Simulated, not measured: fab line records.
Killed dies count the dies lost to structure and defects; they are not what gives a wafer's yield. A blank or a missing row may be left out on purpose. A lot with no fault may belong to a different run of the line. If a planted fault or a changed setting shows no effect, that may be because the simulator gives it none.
fab line records | flow nand_harc
[record] lots = 15 wafers = 42 last_day = 33
route steps=1302 shown A_CHANNEL_FILL_D1@501 A_DECK1_JOINT@527 A_ONON_D2@545 A_CHANNEL_HOLE_D2@570
lots untouched by any fault: they come from a run of this same line in which no faults occurred
start_h: start of the lot's first displayed wafer, in hours after the record's first day | wait_h: time in hours since the lot's previous step | " the same as in the row above | L1.1+2: a single row standing in for several wafers | - value missing, or start not given | * or withheld: withheld | < > ~ a bound
route shown NAME@n: names a module that has steps shown in the file, with the first one's number in the route | usual: mean/standard deviation of fault-free wafers | same: alike in all rows | chamber/n: place in a boat | sites: readings site by site | _std_site: the values' standard deviation | _edge_site: inner sites' mean taken away from outer sites' mean | radius_mm: for every site, how far away it sits from the centre of the wafer | mask NAME#n: copy n | behind: the most recent tool/chamber to have shaped the wafer | hold: why the lot went on hold/how many hours it stayed there/how the hold came to an end | device: names the non-switching transistor (n, p or np) | end of line: tests run on the same wafers once the route is complete | where a step has no rows: the recipe by itself | killed: count of dies lost to structure and defects at first sort (not the wafer's yield) | map: per-die view of a wafer (x killed, . not killed, _ where there is no die)
set.NAME: the setting the step ran with; set.NAME@STEP: the setting that earlier step ran with | model.NAME: the simulator's own value behind a step, which no gauge read
route steps across a sampled set of lots; one table per step, one row per wafer
services: when a tool's chamber went out of use (start_h, in hours from the record's first day, below 0 if earlier), for how many hours, and the reason
[[steps]]
[step NHARC_A_CHANNEL_FILL_D1_STRIP_28]
[recipe] time_s = 20 o2_flow_sccm = 500 ar_flow_sccm = 0 bias_w = 0 chemistry = O2
[usual] drypump_motor_current_A = 5.6/0.49 oes_product_au = 0.999/0.012 rf_vpp_V = 57.8/0.84 showerhead_plenum_p_Torr = 3.54/0.15 throttle_valve_pct = 17.035/0.0087
[same] bias_w = 0
// columns lot.wafer tool chamber start_h wait_h drypump_motor_current_A oes_product_au rf_hours_counter_h rf_vpp_V showerhead_plenum_p_Torr throttle_valve_pct
L156.1 rie_diel-10 1 216.37 0.1 5.9 1.013 7.2 56.6 3.48 17.024
L156.5 " 3 " " 6.3 1.009 - 58.1 3.41 17.028
L156.6 " 0 " " 5.2 0.992 - 57.5 3.49 17.045
L157.1 rie_diel-02 0 226.06 0.1 5.3 1.012 0.0 57.3 3.68 17.028
L157.4 " 2 " " 4.9 1.007 - 57.5 3.67 17.041
L157.5 " 0 " " 5.3 1.014 - 59.3 3.68 17.053
L158.4 rie_diel-09 3 226.13 0.1 5.6 0.993 - 58.6 3.63 17.035
L158.3 " 2 " " 6.3 0.996 - 56.3 3.30 17.037
L158.6 " 2 " " 6.3 1.005 - 57.1 3.30 17.029
L160.1 rie_diel-09 1 246.99 0.1 5.8 1.013 3.6 56.2 3.66 17.044
L160.3 " 3 " " 5.6 0.998 4.5 57.7 3.63 17.029
L160.6 " 2 " " 6.3 0.995 - 57.4 3.30 17.035
L159.4 rie_diel-02 3 247.00 0.1 5.3 0.982 - 57.2 3.67 17.035
L159.6 " 0 " " 5.3 1.012 - 57.1 3.68 17.048
L159.5 " 2 " " 4.9 0.997 - 56.1 3.67 17.027
L161.3 rie_diel-10 1 260.83 0.1 5.9 0.997 0.2 57.4 3.47 17.037
L161.4 " 3 " " 6.4 1.002 0.2 58.0 3.41 17.040
L161.5 " 2 " " 5.2 0.998 - 57.8 3.79 17.030
L163.4 rie_diel-09 3 285.53 0.1 5.6 1.007 6.1 58.0 3.63 17.045
L163.1 " 0 " " 5.0 1.006 5.7 56.8 3.36 17.031
L163.6 " 3 " " 5.6 1.008 - 57.9 3.63 17.048
L162.4 rie_diel-02 0 285.56 0.1 5.3 0.998 2.8 56.9 3.68 17.047
L162.3 " 2 " " 4.9 0.992 2.2 57.1 3.67 17.035
L162.5 " 3 " " 5.3 0.985 - 57.5 3.67 17.034
L165.5 rie_diel-09 1 308.07 0.1 5.8 0.999 - 58.2 3.65 17.039
L165.6 " 2 " " 6.2 0.990 - 55.2 3.30 17.040
L166.6 rie_diel-10 2 321.89 0.0 5.2 1.002 - 58.1 3.78 17.031
L166.5 " 3 " " 6.4 0.991 - 57.3 3.41 17.039
L167.3 rie_diel-09 3 333.33 0.1 5.6 1.002 0.1 57.0 3.63 17.038
L167.6 " 3 " " 5.6 1.005 - 58.5 3.63 17.030
L175.4 rie_diel-09 1 404.25 0.1 5.8 1.010 2.0 57.7 3.65 17.027
L175.2 " 2 " " 6.3 0.978 3.0 57.0 3.30 17.030
L175.5 " 1 " " 5.8 0.999 - 57.5 3.65 17.032
L176.4 rie_diel-02 1 404.26 0.1 5.7 0.978 0.1 57.6 3.57 17.031
L176.3 " 3 " " 5.3 1.003 0.2 56.3 3.66 17.045
L176.6 " 1 " " 5.7 0.982 - 58.7 3.57 17.049
L178.2 rie_diel-10 0 438.49 0.1 5.2 1.010 0.3 57.2 3.48 17.032
L178.1 " 2 " " 5.2 1.001 0.2 58.5 3.78 17.035
L178.5 " 1 " " 5.9 1.001 - 57.7 3.47 17.028
L177.3 rie_diel-09 0 438.50 0.1 5.0 0.992 4.2 56.7 3.36 17.037
L177.6 " 1 " " 5.8 0.999 - 56.4 3.65 17.047
L177.5 " 2 " " 6.3 0.976 - 58.3 3.30 17.039
[step NHARC_A_DECK1_JOINT_CMP_13]
[recipe] target_thk_nm = 51.023
[usual] motor_current_A = 12.2/1.1 time_to_endpoint_s = 9/3.6
// columns lot.wafer tool chamber start_h wait_h motor_current_A time_to_endpoint_s
L156.1 cmp-01 3 251.10 0.4 12.2 10
L156.6 " 1 " " 12.3 2
L156.5 " 2 " " 11.9 6
L158.4 cmp-01 0 260.83 0.4 10.9 8
L158.3 " 3 " " 11.7 13
L158.6 " 0 " " 11.2 10
L157.4 cmp-02 3 260.83 0.4 11.9 13
L157.1 " 1 " " 13.0 15
L157.5 " 3 " " 11.1 14
L160.3 cmp-02 3 280.86 0.4 11.4 9
L160.1 " 2 " " 14.2 14
L160.6 " 0 " " 14.2 2
L159.4 cmp-03 0 280.91 0.4 11.4 11
L159.5 " 2 " " 11.4 11
L159.6 " 3 " " 12.3 9
L161.4 cmp-02 2 294.83 0.4 14.0 11
L161.3 " 3 " " 11.5 13
L161.5 " 1 " " 12.5 11
L162.3 cmp-03 0 319.20 0.4 11.4 11
L162.4 " 1 " " 11.0 4
L162.5 " 1 " " 10.4 5
L163.1 cmp-02 2 319.23 0.4 14.6 12
L163.4 " 0 " " 14.6 7
L163.6 " 2 " " 13.3 14
L165.6 cmp-03 0 341.96 0.5 11.8 13
L165.5 " 1 " " 11.6 1
L166.6 cmp-01 3 358.56 0.5 11.5 10
L166.5 " 0 " " 11.1 7
L167.3 cmp-02 0 367.57 0.4 13.7 5
L167.6 " 2 " " 14.4 14
L176.3 cmp-02 1 443.75 0.4 12.0 13
L176.4 " 2 " " 14.3 11
L176.6 " 2 " " 13.9 14
L175.4 cmp-03 3 443.75 0.4 12.3 9
L175.2 " 1 " " 11.7 6
L175.5 " 3 " " 12.1 12
L177.3 cmp-03 1 473.39 0.4 10.7 5
L177.5 " 0 " " 12.0 11
L177.6 " 1 " " 11.2 6
L178.2 cmp-01 2 473.40 0.4 12.5 4
L178.1 " 3 " " 11.9 11
L178.5 " 2 " " 11.9 4
[step NHARC_A_ONON_D2_DEP_00]
[recipe] target_thk_a = 10000 n2_flow_sccm = 2750 n2o_flow_sccm = 2000 nh3_flow_sccm = 500 sih4_flow_sccm = 210 temp_c = 400
// columns lot.wafer tool chamber start_h wait_h
L156.1+5+6 pecvd_onon-02 0 279.32 0.1
L157.1+4+5 pecvd_onon-02 0 284.86 0.1
L158.3+4+6 pecvd_onon-03 0 284.98 0.2
L160.1+3+6 pecvd_onon-03 0 307.87 0.1
L159.4+5+6 pecvd_onon-02 0 308.17 0.4
L161.3+4+5 pecvd_onon-03 0 324.91 0.2
L163.1+4+6 pecvd_onon-03 0 342.46 0.1
L162.3+4+5 pecvd_onon-01 0 342.59 0.2
L165.5+6 pecvd_onon-03 0 364.19 0.3
L166.5+6 pecvd_onon-03 0 389.44 0.3
L167.3+6 pecvd_onon-03 0 389.85 0.2
L175.2+4+5 pecvd_onon-03 0 467.58 0.1
L176.3+4+6 pecvd_onon-02 0 467.67 0.2
L178.1+2+5 pecvd_onon-03 0 505.05 0.1
L177.3+5+6 pecvd_onon-02 0 505.21 0.2
[step NHARC_A_ONON_D2_THK_MEAS_02]
[recipe] thk_meas_gauge = ellipsometry
[usual] thk_nm = 1003/7.7
// columns lot.wafer tool chamber start_h wait_h thk_nm
L156.1 film_metro-01 - 279.83 - 1005
L156.5 " - " " 1004
L156.6 " - " " 1004
L157.1 film_metro-02 - 285.37 - 995
L157.4 " - " " 997
L157.5 " - " " 994
L158.3 film_metro-01 - 285.38 - 998
L158.4 " - " " 1000
L158.6 " - " " 999
L160.1 film_metro-02 - 308.38 - 988
L160.3 " - " " 987
L160.6 " - " " 986
L159.4 film_metro-02 - 308.51 - 1011
L159.5 " - " " 1012
L159.6 " - " " 1010
L161.3 film_metro-02 - 325.30 - 1008
L161.4 " - " " 1008
L161.5 " - " " 1009
L163.1 film_metro-02 - 342.97 - 990
L163.4 " - " " 991
L163.6 " - " " 991
L162.3 film_metro-02 - 342.98 - 1010
L162.4 " - " " 1011
L162.5 " - " " 1011
L165.5 film_metro-02 - 364.47 - 1079
L165.6 " - " " 1078
L166.5 film_metro-02 - 389.72 - 1083
L166.6 " - " " 1084
L167.3 film_metro-02 - 390.25 - 1010
L167.6 " - " " 1088
L175.2 film_metro-02 - 468.03 - 994
L175.4 " - " " 994
L175.5 " - " " 994
L176.3 film_metro-02 - 468.06 - 1002
L176.4 " - " " 1001
L176.6 " - " " 1004
L178.1 film_metro-02 - 505.56 - 1018
L178.2 " - " " 1019
L178.5 " - " " 1018
L177.3 film_metro-02 - 505.60 - 1012
L177.5 " - " " 1010
L177.6 " - " " 1013
[step NHARC_A_CHANNEL_HOLE_D2_DEP_00]
[recipe] target_thk_a = 31000 temp_c = 400 material = aC
[usual] throttle_valve_pct = 35.000/0.01
// columns lot.wafer tool chamber start_h wait_h throttle_valve_pct
L156.1 acl_dep-01 0 294.91 1.2 35.000
L156.5 " 0 296.18 2.4 34.997
L156.6 " 0 " " 34.998
L157.1 acl_dep-02 0 299.23 1.4 35.000
L157.4 " 0 " " 34.999
L157.5 " 0 " " 34.990
L158.3 acl_dep-03 0 300.08 2.2 35.019
L158.4 " 0 " " 34.994
L158.6 " 0 " " 35.007
L160.1 acl_dep-03 0 324.14 0.1 35.017
L160.3 " 0 " " 34.998
L160.6 " 0 " " 34.984
L159.4 acl_dep-01 0 326.12 2.0 35.000
L159.5 " 0 " " 35.020
L159.6 " 0 " " 35.008
L161.3 acl_dep-01 0 341.93 0.7 34.992
L161.4 " 0 " " 34.996
L161.5 " 0 " " 34.990
L163.1 acl_dep-01 0 357.62 2.2 35.010
L163.4 " 0 " " 34.988
L163.6 " 0 " " 34.998
L162.3 acl_dep-02 0 358.59 3.1 34.989
L162.4 " 0 " " 34.995
L162.5 " 0 " " 34.989
L167.3 acl_dep-03 0 406.62 2.1 34.998
L175.2 acl_dep-01 0 480.84 0.4 35.002
L175.4 " 0 " " 35.020
L175.5 " 0 " " 34.992
L176.3 acl_dep-02 0 481.54 1.1 35.009
L176.4 " 0 " " 35.005
L176.6 " 0 " " 35.002
L178.1 acl_dep-03 0 518.14 0.1 35.009
L178.2 " 0 " " 34.984
L178.5 " 0 " " 34.996
L177.3 acl_dep-02 0 520.42 2.2 34.996
L177.5 " 0 " " 34.999
L177.6 " 0 " " 35.011
[[services]]
// columns tool chamber start_h hours kind
rie_diel-09 1 216.74 9.8 repair
rie_diel-09 0 221.90 7.7 repair
pecvd_onon-03 - 227.00 13.0 pm
cmp-02 - 232.50 4.0 pm
cmp-02 - 239.14 0.3 repair
rie_diel-09 2 255.49 2.4 repair
cmp-03 - 260.20 4.0 pm
cmp-03 - 286.58 0.6 repair
cmp-02 - 314.84 2.2 repair
rie_diel-09 - 318.29 0.4 repair
rie_diel-09 - 320.12 9.0 pm
cmp-02 - 328.39 2.6 repair
rie_diel-09 2 344.49 3.1 repair
rie_diel-09 1 361.73 29.0 repair
pecvd_onon-02 - 366.43 13.0 pm
acl_dep-01 - 371.98 13.0 pm
pecvd_onon-03 - 408.00 13.0 pm
cmp-02 - 424.06 0.3 repair
cmp-02 - 428.94 4.0 pm
rie_diel-09 1 443.02 1.3 repair
cmp-02 - 450.74 0.7 repair
cmp-02 - 453.04 1.2 repair
cmp-02 - 466.54 4.7 repair
rie_diel-09 3 475.81 7.2 repair
[[key]]
[first_sign] step = NHARC_A_ONON_D2_THK_MEAS_02 reading = thk_nm direction = up sigmas = 10 usual = 1003 struck = 1082
effect none on later readings
met_at NHARC_A_ONON_D2_DEP_00
struck_lots L165,L166,L167
struck_wafers L165.5,L165.6,L166.5,L166.6,L167.6
later_rows_left_out L165.5,L165.6,L166.5,L166.6,L167.6
sort_left_out L165.5,L165.6,L166.5,L166.6,L167.6
tester_left_out L165,L166,L167
not_acting_at NHARC_A_CHANNEL_FILL_D1_STRIP_28,NHARC_A_DECK1_JOINT_CMP_13,NHARC_A_CHANNEL_HOLE_D2_DEP_00
onset_between 342.46 364.19
[fault] kind = process_parameter_drift tool = pecvd_onon-03 chamber = - onset_h = 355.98 steps = NHARC_A_ONON_D2_DEP_00 channel = target_thk_a offset = * shape = step end_h = 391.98 scope = struck_wafers_only acts_in = * stated = *
// tester_left_out: of these lots the tester's yield and bins aren't shown, on N5 and GAA mostly nor the transistor test; their killed dies are dies lost to structure and defects alone, not to doping, threshold or leakage, so they don't give the yield
// sort_left_out: the simulated sort isn't trusted on such a fault, so these wafers' sort isn't shown, and their yield isn't known
// later_rows_left_out: the simulator's readings of these wafers behind a module that went badly wrong aren't trusted and aren't shown, but for the sort
